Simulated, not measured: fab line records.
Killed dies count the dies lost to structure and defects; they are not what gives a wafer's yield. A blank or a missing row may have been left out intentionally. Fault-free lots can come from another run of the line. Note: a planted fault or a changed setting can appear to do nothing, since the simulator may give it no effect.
2 desks looking at one fault    flow n5Finfet    each desk holds nothing but its own numbers, with what lay behind them at the end

## METROLOGY DESK
What the gauges read, lot by lot, whatever tool the lot ran on: means of the sampled wafers that have a number. A lot is out of limits, marked OUT, if its mean lies more than 4 standard deviations from the usual mean; the brackets give that distance.
Columns: A = cdNm at N5_BEOL_M15_CD_MEAS_10, usual 359.8 nm; B = cdNm at N5_MIM_TOP_LITHO_CD_MEAS_08, usual 2000.4 nm; C = MIM_TOP_OVL at N5_MIM_TOP_LITHO_OVL_MEAS_11, usual -3 nm
lot   first seen here  A      B       C
L326  day 11 09:47     357.9  1999.6  -1
L327  day 11 13:38     359.6  1999.8  -2
L332  day 13 01:59     358.4  1999.3  -11
L335  day 13 14:31     359.4  1998.5  -3
L339  day 13 20:57     362.0  2001.1  12
L336  day 13 21:54     358.0  2001.5  -4
L333  day 13 22:15     359.8  2001.6  1
L340  day 15 06:29     359.2  2000.5  -5
L347  day 16 12:02     358.5  2000.7  -5
L346  day 16 14:26     360.9  2001.0  -6
L349  day 17 00:09     361.8  1998.5  5
L348  day 17 17:25     362.5  1998.6  -5
Finding of this desk: none of the 12 lots has anything out of limits.

## TOOL OWNER'S DESK, aldMetal-02
The tool's own readings at N5_BEOL_M7_ALD_77 (deposits TaN, target thk 2 nm, pulse time 2 s, purge time 3 s): means of the sampled wafers that have a number, for each lot that ran on this tool. A lot is out of limits, marked OUT, if its mean lies more than 4 standard deviations from the usual mean; the brackets give that distance.
Columns: A = chamberPressureTorr at N5_BEOL_M7_ALD_77, usual 3.000 Torr; B = heaterPowerW at N5_BEOL_M7_ALD_77, usual 432 W; C = mfcCarrierSccm at N5_BEOL_M7_ALD_77, usual 1499 sccm; D = precursorVesselPressureTorr at N5_BEOL_M7_ALD_77, usual 26.24 Torr; E = susceptorTempC at N5_BEOL_M7_ALD_77, usual 274.97 C
lot   first seen here  A      B    C     D      E
L326  day 9 02:51      3.002  441  1497  26.28  274.99
L333  day 11 12:11     3.009  411  1497  26.23  274.97
L347  day 14 06:08     2.998  419  1497  26.24  275.25
Finding of this desk: none of the 3 lots has anything out of limits.

## BROUGHT TOGETHER
The metrology desk saw nothing out of limits.
Nothing out of limits was seen by the tool owner's desk.

## WHAT THE SIMULATOR HAD PUT IN
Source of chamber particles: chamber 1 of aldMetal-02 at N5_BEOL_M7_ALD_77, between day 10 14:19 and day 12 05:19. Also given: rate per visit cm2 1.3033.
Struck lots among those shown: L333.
